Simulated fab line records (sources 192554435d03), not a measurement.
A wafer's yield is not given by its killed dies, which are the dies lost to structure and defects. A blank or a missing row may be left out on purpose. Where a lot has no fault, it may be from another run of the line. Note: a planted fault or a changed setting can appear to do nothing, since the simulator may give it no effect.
fab line records	flow n5Finfet	part 1 of 2: steps 1 to 19 of 33
record: lots: 5	wafers: 15	lastDay: 18
route steps=1938 shown HKMG_FIN@394
lots that met no fault: taken from a fault-free run of the same line
startH: the number of hours between the record's first day and the start of the first shown wafer of the lot	waitH: hours since the lot's step before	" repeats the value in the row above	L1.1+2: a single row standing in for several wafers	- value missing, or start not given	* or withheld: withheld	< > ~ a bound
route shown NAME@n: names a module that has steps shown in the file, with the first one's number in the route	usual: mean/standard deviation of fault-free wafers	same: alike in all rows	chamber/n: place in a boat	sites: each site's reading	_std_site: how widely they spread, as a standard deviation	_edge_site: mean of outer sites minus mean of inner sites	radiusMm: for every site, how far away it sits from the centre of the wafer	mask NAME#n: copy n	behind: the most recent tool/chamber to have shaped the wafer	hold: the reason the lot was held/the length of the hold in hours/how it ended	device: the transistor (n, p or np) that didn't switch	end of line: the same wafers' tests at the end of the route	step lacking rows: just its recipe	killed: count of dies lost to structure and defects at first sort (not the wafer's yield)	map: a wafer's dies, marking killed ones x, the rest . and places with no die _
set.NAME: the setting that was run; set.NAME@STEP: the one run at that earlier step	model.NAME: the simulator's own value behind a step, which no gauge read
lots at selected steps of the route; one table per step, one row per wafer
services: when a tool's chamber went out of use (startH, in hours from the record's first day, below 0 if earlier), for how many hours, and the reason
== steps ==
step: N5_HKMG_FIN_SOFTBAKE_44
recipe: tempC: 110	timeS: 60	resist: CAR-ArF
lot.wafer	tool	chamber	startH	waitH
L075.3+4+5	lithoTrack-04	0	-	-
L088.1+2+5	lithoTrack-04	0	-	-
L092.1+3+5	lithoTrack-04	0	-	-
L095.2+4+6	lithoTrack-02	0	-	-
L096.4+5+6	lithoTrack-04	0	-	-
step: N5_HKMG_FIN_EXPOSE_46
recipe: maskId: NDIPOLE	na: 1.35	sourceShape: conventional	sigmaOuter: 0.8	polarization: unpolarized	doseMj: 40
usual: exposureDoseMJCm2: 39.96/0.039
lot.wafer	tool	chamber	startH	waitH	mask	exposureDoseMJCm2
L075.3	arfiScanner-01	0	75.90	-	NDIPOLE#0	39.97
L075.4	"	0	"	"	NDIPOLE#0	40.03
L075.5	"	0	"	"	NDIPOLE#0	39.98
L088.1	arfiScanner-01	0	156.81	-	NDIPOLE#0	39.98
L088.2	"	0	"	"	NDIPOLE#0	39.97
L088.5	"	0	"	"	NDIPOLE#0	39.92
L092.1	arfiScanner-01	0	180.43	-	NDIPOLE#0	40.04
L092.3	"	0	"	"	NDIPOLE#0	39.96
L092.5	"	0	"	"	NDIPOLE#0	40.01
L095.2	arfiScanner-01	0	199.96	-	NDIPOLE#0	39.98
L095.4	"	0	"	"	NDIPOLE#0	39.99
L095.6	"	0	"	"	NDIPOLE#0	39.96
L096.4	arfiScanner-03	0	205.26	-	NDIPOLE#0	40.00
L096.5	"	0	"	"	NDIPOLE#0	39.98
L096.6	"	0	"	"	NDIPOLE#0	39.98
step: N5_HKMG_FIN_PEB_47
recipe: pebTempC: withheld	pebTimeS: 60	resist: CAR-ArF
lot.wafer	tool	chamber	startH	waitH
L075.3+4+5	lithoTrack-04	0	75.95	0.0
L088.1+2+5	lithoTrack-02	0	156.86	0.1
L092.1+3+5	lithoTrack-02	0	180.49	0.1
L095.2+4+6	lithoTrack-02	0	200.01	0.0
L096.4+5+6	lithoTrack-03	0	205.30	0.0
step: N5_HKMG_FIN_DEVELOP_48
recipe: developTimeS: 30	developer: TMAH	resist: CAR-ArF	rinseLiquid: diw	dry: airSpin	devTempC: 23
lot.wafer	tool	chamber	startH	waitH
L075.3+4+5	lithoTrack-04	0	-	-
L088.1+2+5	lithoTrack-02	0	-	-
L092.1+3+5	lithoTrack-02	0	-	-
L095.2+4+6	lithoTrack-02	0	-	-
L096.4+5+6	lithoTrack-03	0	-	-
step: N5_HKMG_FIN_CD_MEAS_49
recipe: targetCdNm: 202	landingEnergyEv: 500	detector: seInlens	polarity: opening
usual: cdNm: 202.4/0.7
lot.wafer	tool	chamber	startH	waitH	cdNm
L075.3	cdSem-01	0	76.01	-	202.1
L075.4	"	0	"	"	201.8
L075.5	"	0	"	"	201.2
L088.1	cdSem-02	0	156.93	-	204.1
L088.2	"	0	"	"	203.3
L088.5	"	0	"	"	202.7
L092.1	cdSem-01	0	180.56	-	203.1
L092.3	"	0	"	"	201.6
L092.5	"	0	"	"	201.8
L095.2	cdSem-01	0	200.08	-	202.3
L095.4	"	0	"	"	203.0
L095.6	"	0	"	"	202.9
L096.4	cdSem-03	0	205.37	-	201.4
L096.5	"	0	"	"	201.8
L096.6	"	0	"	"	201.5
step: N5_HKMG_FIN_OVL_MEAS_50
recipe: pointsPerWafer: 44
usual: NDIPOLE_OVL: -0.2/0.82
lot.wafer	tool	chamber	startH	waitH	NDIPOLE_OVL[nm]
L075.3	overlay-01	0	76.04	0.0	0.2
L075.4	"	0	"	"	-0.8
L075.5	"	0	"	"	0.5
L088.1	overlay-01	0	156.96	0.0	-2.2
L088.2	"	0	"	"	-1.2
L088.5	"	0	"	"	-2.4
L092.1	overlay-01	0	180.59	0.0	-1.5
L092.3	"	0	"	"	-2.0
L092.5	"	0	"	"	-1.3
L095.2	overlay-01	0	200.11	0.0	0.2
L095.4	"	0	"	"	-0.7
L095.6	"	0	"	"	-0.8
L096.4	overlay-02	0	205.39	0.0	-0.4
L096.5	"	0	"	"	0.4
L096.6	"	0	"	"	0.0
step: N5_HKMG_FIN_INSPECT_61
recipe: mode: adi	inspectInstrument: macro
usual: rawDefectCount: 2.0/1.4
lot.wafer	tool	chamber	startH	waitH	rawDefectCount
L075.3	defectInspect-02	-	76.07	0.0	1
L075.4	"	-	"	"	3
L075.5	"	-	"	"	1
L088.1	defectInspect-01	-	156.98	0.0	3
L088.2	"	-	"	"	3
L088.5	"	-	"	"	2
L092.1	defectInspect-02	-	180.61	0.0	1
L092.3	"	-	"	"	2
L092.5	"	-	"	"	4
L095.2	defectInspect-02	-	200.13	0.0	3
L095.4	"	-	"	"	2
L095.6	"	-	"	"	3
L096.4	defectInspect-01	-	205.42	0.0	1
L096.5	"	-	"	"	2
L096.6	"	-	"	"	2
step: N5_HKMG_FIN_DESCUM_53
recipe: chemistry: O2	timeS: 7.9	sourcePowerW: 50	biasPowerW: 20	pressureMtorr: 20	rfFrequencyHz: 2.712e+07	tempC: 40	resist: CAR-ArF	o2FlowSccm: 225
usual: biasPowerW: 20.00/0.055	drypumpMotorCurrentA: 5.8/0.44	oesProductAu: 0.76/0.083	rfVppV: 243.2/1.5	showerheadPlenumPTorr: 2.10/0.083	throttleValvePct: 20.40/0.28
lot.wafer	tool	chamber	startH	waitH	biasPowerW	drypumpMotorCurrentA	oesProductAu	rfHoursCounterH	rfVppV	showerheadPlenumPTorr	throttleValvePct
L075.3	rieDiel-05	2	76.10	0.0	19.89	5.1	0.66	246	242.1	1.95	20.22
L075.4	"	1	"	"	20.03	5.6	0.75	168	240.5	1.98	20.19
L075.5	"	3	"	"	20.04	5.7	0.72	-	242.3	2.10	20.45
L088.1	rieDiel-05	2	157.06	0.1	19.96	5.1	0.92	11	244.8	2.21	19.84
L088.2	"	1	"	"	20.03	5.6	0.70	198	241.6	1.97	20.24
L088.5	"	0	"	"	19.97	6.6	0.81	-	244.4	2.19	20.42
L092.1	rieDiel-05	0	180.65	0.0	20.04	6.6	0.81	104	245.4	2.19	20.43
L092.3	"	2	"	"	19.99	5.1	0.90	20	245.2	2.20	19.85
L092.5	"	0	"	"	19.97	6.6	0.81	-	244.7	2.19	20.44
L095.2	rieDiel-05	3	200.17	0.0	20.00	5.7	0.69	224	242.9	2.08	20.51
L095.4	"	0	"	"	20.05	6.6	0.81	111	243.4	2.19	20.45
L095.6	"	0	"	"	20.05	6.6	0.81	-	244.5	2.19	20.44
L096.4	rieDiel-04	1	205.45	0.0	19.97	6.1	0.84	71	243.2	2.11	20.18
L096.5	"	2	"	"	20.00	5.5	0.71	-	241.5	2.01	20.56
L096.6	"	1	"	"	20.03	6.1	0.85	-	242.8	2.11	20.19
step: N5_HKMG_FIN_ETCH_54
recipe: chemistry: CF4	target: SiARC	targetDepthA: 455	maskMaterial: CAR-ArF	timeS: 75.8	ionEnergyEv: 80	pressureMtorr: 40	sourceW: 545	biasW: 36	Ar_flow_sccm: 100	cf4FlowSccm: 100	ends: cleared
usual: drypumpMotorCurrentA: 5.8/0.44	etchRfOnTimeS: 75.8/1.4	oesProductAu: 0.65/0.07	rfVppV: 184.0/1.2	showerheadPlenumPTorr: 2.15/0.083	throttleValvePct: 15.63/0.23
lot.wafer	tool	chamber	startH	waitH	drypumpMotorCurrentA	etchRfOnTimeS	oesProductAu	rfHoursCounterH	rfVppV	showerheadPlenumPTorr	throttleValvePct
L075.3	rieDiel-05	2	76.13	0.0	5.1	74.5	0.57	246	182.2	2.04	15.69
L075.4	"	1	"	"	5.6	77.0	0.63	168	182.5	2.04	15.53
L075.5	"	3	"	"	5.7	75.1	0.63	-	183.6	2.13	15.57
L088.1	rieDiel-05	2	157.10	0.0	5.1	75.2	0.80	11	186.2	2.29	15.23
L088.2	"	1	"	"	5.6	77.4	0.60	198	183.5	2.03	15.58
L088.5	"	0	"	"	6.6	76.8	0.69	-	185.8	2.26	15.67
L092.1	rieDiel-05	0	180.68	0.0	6.6	77.6	0.68	104	185.3	2.25	15.70
L092.3	"	2	"	"	5.1	75.7	0.78	20	186.2	2.29	15.24
L092.5	"	0	"	"	6.6	77.4	0.69	-	182.1	2.25	15.70
L095.2	rieDiel-05	3	200.20	0.0	5.7	75.8	0.60	224	183.3	2.11	15.65
L095.4	"	0	"	"	6.6	77.2	0.68	111	185.0	2.25	15.71
L095.6	"	0	"	"	6.6	77.3	0.68	-	184.2	2.25	15.73
L096.4	rieDiel-04	1	205.49	0.0	6.1	74.3	0.72	71	183.3	2.16	15.39
L096.5	"	2	"	"	5.5	77.3	0.61	-	182.8	2.05	15.67
L096.6	"	1	"	"	6.1	75.1	0.72	-	183.4	2.16	15.38
step: N5_HKMG_FIN_ETCH_55
recipe: chemistry: N2/H2	target: SOC	targetDepthA: 2400	tempC: 40	timeS: 300	ionEnergyEv: 200	maskMaterial: SiARC	pressureMtorr: 30	sourceW: 840	biasW: 150	n2FlowSccm: 200	h2FlowSccm: 200
usual: drypumpMotorCurrentA: 5.8/0.44	h2FlowSccm: 200.1/0.58	oesProductAu: 0.76/0.081	rfVppV: 524/3	showerheadPlenumPTorr: 2.55/0.1	throttleValvePct: 17.82/0.22
lot.wafer	tool	chamber	startH	waitH	drypumpMotorCurrentA	h2FlowSccm	oesProductAu	rfHoursCounterH	rfVppV	showerheadPlenumPTorr	throttleValvePct
L075.3	rieDiel-05	2	76.19	0.0	5.1	199.9	0.67	246	521	2.41	17.98
L075.4	"	1	"	"	5.6	198.7	0.73	168	521	2.43	17.73
L075.5	"	3	"	"	5.7	199.6	0.74	-	525	2.53	17.69
L088.1	rieDiel-05	2	157.15	0.0	5.1	199.6	0.94	11	527	2.73	17.56
L088.2	"	1	"	"	5.6	199.9	0.70	198	520	2.42	17.77
L088.5	"	0	"	"	6.6	200.2	0.81	-	528	2.68	17.94
L092.1	rieDiel-05	0	180.74	0.0	6.6	199.8	0.79	104	527	2.68	17.93
L092.3	"	2	"	"	5.1	200.0	0.91	20	529	2.72	17.56
L092.5	"	0	"	"	6.7	200.5	0.80	-	528	2.68	17.95
L095.2	rieDiel-05	3	200.26	0.0	5.7	200.3	0.70	224	522	2.51	17.76
L095.4	"	0	"	"	6.6	200.1	0.79	112	528	2.68	17.96
L095.6	"	0	"	"	6.6	200.7	0.79	-	528	2.68	17.95
L096.4	rieDiel-04	1	205.54	0.0	6.1	200.4	0.84	71	526	2.58	17.67
L096.5	"	2	"	"	5.5	200.5	0.72	-	520	2.43	17.87
L096.6	"	1	"	"	6.1	201.1	0.85	-	523	2.58	17.67
step: N5_HKMG_FIN_STRIP_56
recipe: chemistry: N2/H2	tempC: 40	n2FlowSccm: 200	h2FlowSccm: 200	rfFrequencyHz: 6e+07
lot.wafer	tool	chamber	startH	waitH
L075.3+4+5	rieDiel-05	2,1,3	76.37	0.1
L088.1+2+5	rieDiel-05	2,1,0	157.33	0.1
L092.1+3+5	rieDiel-05	0,2,0	180.92	0.1
L095.2+4+6	rieDiel-05	3,0,0	200.44	0.1
L096.4+5+6	rieDiel-04	1,2,1	205.72	0.1
step: N5_HKMG_FIN_STRIP_57
recipe: chemistry: CF4	resist: SiARC	powerW: 300	biasPowerW: 75	pressureMtorr: 50	cf4FlowSccm: 150	rfFrequencyHz: 6e+07
usual: biasPowerW: 75.04/0.25	drypumpMotorCurrentA: 5.8/0.44	oesProductAu: 0.76/0.078	rfVppV: 271.3/1.6	showerheadPlenumPTorr: 1.80/0.07	throttleValvePct: 13.62/0.24
lot.wafer	tool	chamber	startH	waitH	biasPowerW	drypumpMotorCurrentA	oesProductAu	rfHoursCounterH	rfVppV	showerheadPlenumPTorr	throttleValvePct
L075.3	rieDiel-05	2	76.38	0.0	74.92	5.1	0.66	246	268.9	1.71	13.68
L075.4	"	1	"	"	75.17	5.6	0.73	168	269.3	1.71	13.53
L075.5	"	3	"	"	75.43	5.7	0.73	-	270.6	1.79	13.60
L088.1	rieDiel-05	2	157.34	0.0	74.97	5.1	0.91	11	273.9	1.91	13.16
L088.2	"	1	"	"	75.16	5.6	0.70	198	270.1	1.70	13.58
L088.5	"	0	"	"	74.98	6.6	0.81	-	273.0	1.90	13.68
L092.1	rieDiel-05	0	180.93	0.0	75.04	6.6	0.80	104	272.6	1.90	13.69
L092.3	"	2	"	"	74.59	5.1	0.90	20	274.8	1.91	13.17
L092.5	"	0	"	"	75.43	6.6	0.80	-	273.2	1.90	13.70
L095.2	rieDiel-05	3	200.45	0.0	75.37	5.7	0.69	224	270.3	1.78	13.70
L095.4	"	0	"	"	74.44	6.6	0.79	112	273.4	1.90	13.72
L095.6	"	0	"	"	75.11	6.6	0.80	-	273.3	1.90	13.71
L096.4	rieDiel-04	1	205.73	0.0	75.03	6.1	0.83	72	272.4	1.81	13.35
L096.5	"	2	"	"	74.95	5.5	0.71	-	270.8	1.73	13.71
L096.6	"	1	"	"	75.18	6.1	0.83	-	272.1	1.81	13.34
step: N5_HKMG_FIN_ETCH_58
recipe: chemistry: N2/H2	target: SOC	targetDepthA: 2158	ionEnergyEv: 50	biasW: 13	timeS: 741	pressureMtorr: 30	sourceW: 875	n2FlowSccm: 200	h2FlowSccm: 200
usual: drypumpMotorCurrentA: 5.8/0.44	h2FlowSccm: 200.1/0.61	oesProductAu: 0.76/0.083	rfVppV: 99.1/0.92	showerheadPlenumPTorr: 2.55/0.1	throttleValvePct: 17.77/0.22
lot.wafer	tool	chamber	startH	waitH	drypumpMotorCurrentA	h2FlowSccm	oesProductAu	rfHoursCounterH	rfVppV	showerheadPlenumPTorr	throttleValvePct
L075.3	rieDiel-05	2	76.40	0.0	5.1	199.2	0.67	246	98.8	2.41	17.92
L075.4	"	1	"	"	5.6	200.3	0.73	168	97.7	2.43	17.69
L075.5	"	3	"	"	5.7	200.6	0.73	-	100.8	2.53	17.66
L088.1	rieDiel-05	2	157.36	0.0	5.1	200.0	0.93	12	99.6	2.73	17.49
L088.2	"	1	"	"	5.6	200.0	0.70	198	98.6	2.42	17.74
L088.5	"	0	"	"	6.6	200.1	0.81	-	101.1	2.68	17.88
L092.1	rieDiel-05	0	180.95	0.0	6.6	201.6	0.80	105	99.9	2.68	17.89
L092.3	"	2	"	"	5.1	200.2	0.91	20	100.4	2.73	17.52
L092.5	"	0	"	"	6.6	201.1	0.80	-	99.7	2.68	17.89
L095.2	rieDiel-05	3	200.47	0.0	5.7	199.1	0.70	224	98.1	2.51	17.72
L095.4	"	0	"	"	6.6	200.6	0.79	112	98.8	2.68	17.91
L095.6	"	0	"	"	6.6	200.2	0.79	-	98.9	2.68	17.89
L096.4	rieDiel-04	1	205.75	0.0	6.1	199.6	0.84	72	99.2	2.58	17.64
L096.5	"	2	"	"	5.5	199.1	0.71	-	97.6	2.43	17.82
L096.6	"	1	"	"	6.1	200.2	0.84	-	98.6	2.58	17.64
step: N5_HKMG_FIN_STRIP_93
recipe: chemistry: N2/H2	material: SOC	timeS: 20	powerW: 500	tempC: 40	pressureMtorr: 50	rfFrequencyHz: 6e+07	biasPowerW: 8	h2Frac: 0.5	n2FlowSccm: 300	h2FlowSccm: 300
usual: biasPowerW: 7.998/0.023	drypumpMotorCurrentA: 5.8/0.44	h2FlowSccm: 299.9/0.87	oesProductAu: 0.76/0.084	rfVppV: 54.2/0.93	showerheadPlenumPTorr: 3.37/0.13	throttleValvePct: 19.0/0.32
lot.wafer	tool	chamber	startH	waitH	biasPowerW	drypumpMotorCurrentA	h2FlowSccm	oesProductAu	rfHoursCounterH	rfVppV	showerheadPlenumPTorr	throttleValvePct
L075.3	rieDiel-05	2	76.83	0.2	7.997	5.1	300.1	0.68	246	53.9	3.19	19.3
L075.4	"	1	"	"	8.000	5.6	300.4	0.72	168	55.4	3.21	18.8
L075.5	"	3	"	"	8.012	5.7	299.3	0.73	-	54.5	3.34	18.7
L088.1	rieDiel-05	2	157.79	0.2	8.015	5.1	300.3	0.94	12	54.1	3.59	18.9
L088.2	"	1	"	"	8.029	5.6	298.5	0.69	199	52.9	3.20	18.9
L088.5	"	0	"	"	7.982	6.6	300.2	0.82	-	56.1	3.54	19.1
L092.1	rieDiel-05	0	181.37	0.2	8.015	6.6	298.4	0.80	105	54.8	3.53	19.1
L092.3	"	2	"	"	7.952	5.1	299.8	0.92	20	54.5	3.59	18.9
L092.5	"	0	"	"	8.046	6.6	298.5	0.80	-	55.4	3.53	19.2
L095.2	rieDiel-05	3	200.89	0.2	7.954	5.7	300.9	0.69	224	55.7	3.31	18.8
L095.4	"	0	"	"	8.009	6.6	300.9	0.80	112	55.6	3.53	19.2
L095.6	"	0	"	"	8.017	6.6	300.4	0.79	-	54.6	3.53	19.1
L096.4	rieDiel-04	1	206.18	0.2	8.010	6.1	300.0	0.85	72	53.6	3.41	18.8
L096.5	"	2	"	"	8.003	5.5	301.5	0.70	-	53.0	3.21	19.0
L096.6	"	1	"	"	7.998	6.1	300.5	0.85	-	53.5	3.41	18.7
step: N5_HKMG_FIN_WET_ETCH_76
recipe: chemistry: dNH4OH	mix: 1:50	tempC: 25	target: Al2O3	stopOn: La2O3	targetDepthNm: 2.25	dry: ipaMarangoni	rinseTimeS: 30	rinseTempC: 23
lot.wafer	tool	chamber	startH	waitH
L075.3+4+5	wetBench-06	0,2,4	76.91	0.1
L088.1+2+5	wetBench-05	6,3,5	157.87	0.1
L092.1+3+5	wetBench-05	3,0,4	181.46	0.1
L095.2+4+6	wetBench-05	1,2,4	200.98	0.1
L096.4+5+6	wetBench-05	2,7,4	206.26	0.1
step: N5_HKMG_FIN_STRIP_60
recipe: chemistry: N2/H2	powerW: 2500	tempC: 300	h2Frac: 0.65	timeS: 360	pressureMtorr: withheld	n2FlowSccm: 1750	h2FlowSccm: 3250
usual: drypumpMotorCurrentA: 5.7/0.35	h2FlowSccm: 3252/9.3	heaterPowerW: 455/43
lot.wafer	tool	chamber	startH	waitH	drypumpMotorCurrentA	h2FlowSccm	heaterPowerW	rfHoursCounterH
L075.3	plasmaAsher-02	0	77.10	0.1	5.9	3252	548	-
L075.4	"	1	"	"	5.0	3233	444	-
L075.5	"	1	"	"	5.0	3235	442	-
L088.1	plasmaAsher-01	1	157.94	0.0	5.9	3243	457	108
L088.2	"	0	"	"	5.7	3256	416	108
L088.5	"	1	"	"	5.9	3238	460	-
L092.1	plasmaAsher-02	0	181.52	0.0	5.9	3242	528	54
L092.3	"	0	"	"	5.9	3237	534	-
L092.5	"	0	"	"	5.9	3235	536	-
L095.2	plasmaAsher-01	1	201.07	0.0	5.9	3242	445	117
L095.4	"	1	"	"	5.9	3241	454	-
L095.6	"	1	"	"	5.9	3243	452	-
L096.4	plasmaAsher-01	0	206.45	0.1	5.7	3240	422	-
L096.5	"	0	"	"	5.6	3265	423	-
L096.6	"	1	"	"	5.9	3245	449	-
step: N5_HKMG_FIN_WET_ETCH_77
recipe: chemistry: dHCl	mix: 1:10000	tempC: 25	target: La2O3	stopOn: HfO2	targetDepthNm: 2
lot.wafer	tool	chamber	startH	waitH
L075.3+4+5	wetBench-05	5,0,7	77.37	0.1
L088.1+2+5	wetBench-05	4,1,2	158.33	0.3
L092.1+3+5	wetBench-04	6,3,7	181.91	0.3
L095.2+4+6	wetBench-06	6,5,4	201.45	0.3
L096.4+5+6	wetBench-05	6,4,5	206.71	0.1
step: N5_HKMG_FIN_WET_ETCH_78
recipe: chemistry: dNH4OH	mix: 1:50	tempC: 25	target: Al2O3	stopOn: La2O3	targetDepthNm: 4.5	dry: ipaMarangoni	rinseTimeS: 30	rinseTempC: 23
lot.wafer	tool	chamber	startH	waitH
L075.3+4+5	wetBench-05	5,0,7	77.40	0.0
L088.1+2+5	wetBench-05	4,1,2	158.36	0.0
L092.1+3+5	wetBench-04	6,3,7	181.94	0.0
L095.2+4+6	wetBench-06	6,5,4	201.48	0.0
L096.4+5+6	wetBench-05	6,4,5	206.74	0.0
step: N5_HKMG_FIN_ALD_79
recipe: material: TiN	targetThkA: 15	tempC: 400	aldPrecursorFamily: TiCl4	aldCoReactant: NH3	pulseTimeS: 1	purgeTimeS: 3	coReactantPurgeTimeS: 2	coReactantPulseTimeS: 2	aldCycles: 68	pressureTorr: 3
usual: heaterPowerW: 882/65	precursorPulseHeightRel: 0.998/0.018
lot.wafer	tool	chamber	startH	waitH	heaterPowerW	precursorPulseHeightRel
L075.3	aldMetal-02	1	77.47	0.0	798	1.012
L075.4	"	0	"	"	911	1.007
L075.5	"	1	"	"	804	0.997
L088.1	aldMetal-03	3	158.43	0.0	872	0.973
L088.2	"	0	"	"	851	0.990
L088.5	"	2	"	"	913	1.026
L092.1	aldMetal-02	2	182.01	0.0	842	0.997
L092.3	"	3	"	"	1018	0.999
L092.5	"	1	"	"	786	1.011
L095.2	aldMetal-04	3	201.55	0.0	998	1.003
L095.4	"	2	"	"	876	0.976
L095.6	"	3	"	"	1032	0.994
L096.4	aldMetal-04	1	206.82	0.0	841	0.996
L096.5	"	0	"	"	872	0.995
L096.6	"	3	"	"	1024	0.996
